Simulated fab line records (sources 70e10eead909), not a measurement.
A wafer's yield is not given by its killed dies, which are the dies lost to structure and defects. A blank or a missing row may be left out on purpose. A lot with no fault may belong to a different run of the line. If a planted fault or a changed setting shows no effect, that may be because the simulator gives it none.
Struck lot and sound lot, side by side :: flow nandHarc :: 11 out of 1302 route steps
Sound: the wafers L170.2, L170.5, L170.6. Struck: wafer L161.4 (left out: L161.3, L161.5 of the same lot, which were not struck); the cause appears at the end.
Each step with rows lists, per side, the tool, then ch with its chambers, then its first start. Under that, the readings that differ: sound wafers :: struck wafers :: difference of the means :: sigmas: that difference in standard deviations of wafers without a fault.
alike: a reading whose means differ by less than 2 such deviations, as well as words and numbers matching on both sides. not compared: withheld readings; readings where some wafer has no value; bounds like >300 that might hide an equal value; numbers whose values overlap and for which the record gives no deviation.
Wherever a step has rows on one side only, a row that says differs or no value, or a row with sigmas, the two part there. Non-overlapping numbers with no deviation appear without sigmas and do not part them. A reading that every wafer of one side lacks parts them only if that side has two wafers or more.

NHARC_P_START_INSPECT_01:
  sound on defectInspect-02 at day 7 16:02; struck on defectInspect-02 at day 3 22:02
  alike: rawDefectCount
then, 7 steps without rows for these wafers: NHARC_P_ZERO_WELL_PRECLEAN_00 (cleans in SPM, time 600 s); NHARC_P_ZERO_WELL_SRD_01; NHARC_P_ZERO_WELL_PECVD_02 (deposits SiO2, target thk 10 nm); NHARC_P_ZERO_WELL_DEHYDRATE_03 (time 120 s); NHARC_P_ZERO_WELL_HMDS_04 (time 30 s); NHARC_P_ZERO_WELL_COAT_64 (time 65 s); NHARC_P_ZERO_WELL_COAT_05 (resist thk 600 nm).
NHARC_P_ZERO_WELL_SOFTBAKE_06: time 70 s.
  sound on lithoTrack-02 ch 0, day 7 16:00; struck on lithoTrack-03 ch 0, day 3 22:00
reading: heaterPowerTotalW (W)
sound: 202.1 199.2 199.8
struck: 210.8
difference: +10.4
sigmas: +9
  alike: resistLineTempC
then, 2 steps without rows for these wafers: NHARC_P_ZERO_WELL_EBR_07; NHARC_END_SORT_01.

== WHERE THEY PART ==
Only at NHARC_P_ZERO_WELL_SOFTBAKE_06, as far as this record shows.

WHY: whatever the simulator had introduced
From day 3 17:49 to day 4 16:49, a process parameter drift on lithoTrack-03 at NHARC_P_ZERO_WELL_SOFTBAKE_06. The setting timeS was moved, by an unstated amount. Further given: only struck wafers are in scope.
